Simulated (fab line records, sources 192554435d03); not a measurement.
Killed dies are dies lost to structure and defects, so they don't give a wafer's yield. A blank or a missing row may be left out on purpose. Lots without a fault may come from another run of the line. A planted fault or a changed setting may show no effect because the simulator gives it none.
Problem report in the 8D (eight disciplines) form, filled by code | flow n5_finfet | the parts of the form that need people (team, actions taken, sign-off) are left out

1. THE PROBLEM
spin_speed_rpm at N5_MOL_CONTACT_COAG_COAT_103 reads a mean of 1661.2 rpm on 6 wafers of 2 lots; wafers without a fault read 1500.1 rpm with a standard deviation of 1.2. That is +99 or more standard deviations from the usual mean.
The step: time 60 s, resist thk 80 nm.
First seen on wafer L424.2, day 8 23:28, on litho_track-02. The record holds 12 wafers of 4 lots with a number at this step. Rule for "out", or "out of limits": more than 4 standard deviations from the usual mean. The other wafers with a number count as sound.

2. WHAT IT IS AND WHAT IT IS NOT
question                    | is                     | is not
which readings at this step | spin_speed_rpm         | -
which lots                  | L424, L426             | L418, L430
which wafers of those lots  | all that have a number | -
read on which tools         | litho_track-02         | litho_track-03
when                        | from day 8 23:28       | up to then (3 sound wafers); but 3 sound wafers of L430 came after

3. SUSPECTS, AND WHAT RULES EACH OUT
Counting: a tool at a process step up to the reading stays a suspect if it ran every lot that is out and no sound lot after the first of them.
- litho_track-02 at N5_MOL_CONTACT_COAG_COAT_103 (time 60 s, resist thk 80 nm): kept. It ran every lot that is out, first L424 (day 8 23:28), and no sound lot after that; its last sound lot up to then is L418 (day 7 16:32). Its own readings are out on those wafers: spin_speed_rpm.
Left after counting: litho_track-02 at N5_MOL_CONTACT_COAG_COAT_103.

4. THE CAUSE (what the simulator had put in)
Process parameter drift: litho_track-02, from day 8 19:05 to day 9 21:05, at N5_MOL_CONTACT_COAG_COAT_103. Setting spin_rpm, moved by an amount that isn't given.
Counting left only this tool.

5. THE CHAIN OF EFFECTS, in route order
Each row: a reading whose mean over the struck wafers that have a number lies more than 3 standard deviations from the usual. Only readings for which the record gives a usual standard deviation are gone through. hours: the time from each lot's start at the first step in this table that gives one to its start at this step, as a median over the lots. sigmas: the change in usual standard deviations.
hours | step                         | reading        | usual      | on struck wafers | change | sigmas
0     | N5_MOL_CONTACT_COAG_COAT_103 | spin_speed_rpm | 1500.1 rpm | 1661.2           | +161.1 | +99 or more
The process steps in it:
- N5_MOL_CONTACT_COAG_COAT_103: time 60 s, resist thk 80 nm.
Later measuring or inspecting steps at which every struck wafer that the step has a row for has a number for every such reading, and none has moved that far: N5_BEOL_M4_RC_MEAS_101.

6. WHAT WOULD HAVE CAUGHT IT SOONER
In this record the first reading out of limits was taken at day 8 23:28, 4 hours after the fault began at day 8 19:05.
